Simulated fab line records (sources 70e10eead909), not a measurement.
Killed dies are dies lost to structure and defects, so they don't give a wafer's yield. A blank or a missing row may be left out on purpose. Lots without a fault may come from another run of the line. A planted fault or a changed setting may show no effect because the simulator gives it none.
Chamber matching | flow nand harc | NHARC_A_STAIRCASE_DESCUM_312 on rie diel-06: 4 sister chambers
The step chemistry O2, time 3 s. 4 wafers are shown with their chamber, then 12 later ones without.

== WAFERS, EACH WITH ITS CHAMBER ==
wafer  | chamber | drypump motor current A (A)
L079.1 | 2       | 6.2
L090.2 | 0       | 5.2
L090.3 | 3       | 5.3
L090.6 | 1       | 5.6

== WAFERS WHOSE CHAMBER IS MISSING ==
wafer  | drypump motor current A (A)
L091.3 | 5.6
L091.4 | 5.3
L091.5 | 5.2
L092.1 | 5.3
L092.2 | 5.3
L092.5 | 6.3
L094.1 | 5.6
L094.2 | 5.3
L094.5 | 5.3
L096.2 | 6.3
L096.3 | 5.3
L096.4 | 5.6

== WHICH CHAMBER EACH WENT THROUGH ==
wafer  | from the rows above | in truth
L091.3 | 1                   | 1
L091.4 | 3                   | 3
L091.5 | 0                   | 0
L092.1 | 3                   | 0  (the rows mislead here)
L092.2 | 3                   | 3
L092.5 | 2                   | 2
L094.1 | 1                   | 1
L094.2 | 3                   | 3
L094.5 | 3                   | 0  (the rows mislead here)
L096.2 | 2                   | 2
L096.3 | 3                   | 3
L096.4 | 1                   | 1
Correct placement for 10 of the 12. Not placeable from these rows: 0. Number placed wrongly: 2.
How it was worked out, from the rows above alone: a wafer's distance from a chamber is the root of the sum, over the readings, of the square of ((its reading less the chamber's mean) divided by the reading's scatter). If the next closest chamber is less than 2 further off than the closest, the wafer can't be placed; otherwise it belongs to the closest. For every chamber, the mean is computed from those of its wafers that are shown. The scatter (one wafer shown for each chamber): square how far every hidden wafer sits from the nearest shown wafer, average those squares and take the square root.
